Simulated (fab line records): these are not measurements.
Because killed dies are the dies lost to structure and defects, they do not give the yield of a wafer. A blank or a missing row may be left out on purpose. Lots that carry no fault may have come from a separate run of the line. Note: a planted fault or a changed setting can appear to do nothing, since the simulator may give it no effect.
Matching of chambers | flow n5Finfet | 4 sister chambers for N5_FIN_CUT_STRIP_24 on rieDiel-04
The step strips in CF4. 16 wafers are shown with their chamber, then 8 later ones without.

## EACH WAFER AND ITS CHAMBER
wafer  | chamber | showerheadPlenumPTorr (Torr) | drypumpMotorCurrentA (A) | throttleValvePct (%)
L077.1 | 3       | 1.86                         | 5.9                      | 13.84
L077.2 | 1       | 1.86                         | 6.3                      | 13.78
L077.5 | 3       | 1.86                         | 5.9                      | 13.83
L078.2 | 3       | 1.86                         | 5.9                      | 13.85
L078.5 | 2       | 1.76                         | 6.2                      | 13.49
L078.6 | 3       | 1.86                         | 5.9                      | 13.83
L079.3 | 2       | 1.76                         | 6.2                      | 13.52
L079.4 | 3       | 1.86                         | 5.9                      | 13.85
L079.5 | 0       | 1.85                         | 5.6                      | 13.72
L081.2 | 2       | 1.76                         | 6.2                      | 13.50
L081.4 | 3       | 1.86                         | 5.9                      | 13.87
L081.5 | 1       | 1.86                         | 6.3                      | 13.82
L084.2 | 3       | 1.86                         | 5.9                      | 13.86
L084.4 | 1       | 1.86                         | 6.2                      | 13.83
L084.6 | 0       | 1.85                         | 5.6                      | 13.71
L085.1 | 3       | 1.85                         | 5.9                      | 13.86

SIGNATURES (means of the wafers above)
reading               | chamber 0 | chamber 1 | chamber 2 | chamber 3 | scatter within a chamber
showerheadPlenumPTorr | 1.8500    | 1.8600    | 1.7600    | 1.8588    | 0.0027
drypumpMotorCurrentA  | 5.600     | 6.267     | 6.200     | 5.900     | 0.0236
throttleValvePct      | 13.7150   | 13.8100   | 13.5033   | 13.8487   | 0.0168
Rule: a wafer lies at a distance from a chamber equal to the root of the sum of squares, over the readings, of (its reading less the chamber's mean, divided by the reading's scatter). If the next closest chamber is less than 2 further off than the closest, the wafer can't be placed; otherwise it belongs to the closest. The scatter is the square root of a quotient: the sum, over the shown wafers, of each reading's squared deviation from its chamber's mean, divided by wafers minus chambers.

## WAFERS WITHOUT THEIR CHAMBER
wafer  | showerheadPlenumPTorr (Torr) | drypumpMotorCurrentA (A) | throttleValvePct (%)
L085.2 | 1.85                         | 5.6                      | 13.74
L085.6 | 1.76                         | 6.2                      | 12.92
L091.1 | 1.85                         | 5.9                      | 13.89
L091.2 | 1.84                         | 5.6                      | 13.75
L091.3 | 1.75                         | 6.2                      | 12.96
L092.1 | 1.84                         | 5.6                      | 13.77
L092.2 | 1.85                         | 5.9                      | 13.88
L092.3 | 1.75                         | 6.2                      | 12.96

## EACH ONE'S CHAMBER
wafer  | from the rows above | in truth
L085.2 | 0                   | 0
L085.6 | 2                   | 2
L091.1 | 3                   | 3
L091.2 | 0                   | 0
L091.3 | 2                   | 2
L092.1 | 0                   | 0
L092.2 | 3                   | 3
L092.3 | 2                   | 2
Placed correctly: 8 of 8. Can't be placed from these rows: 0. Number placed wrongly: 0.
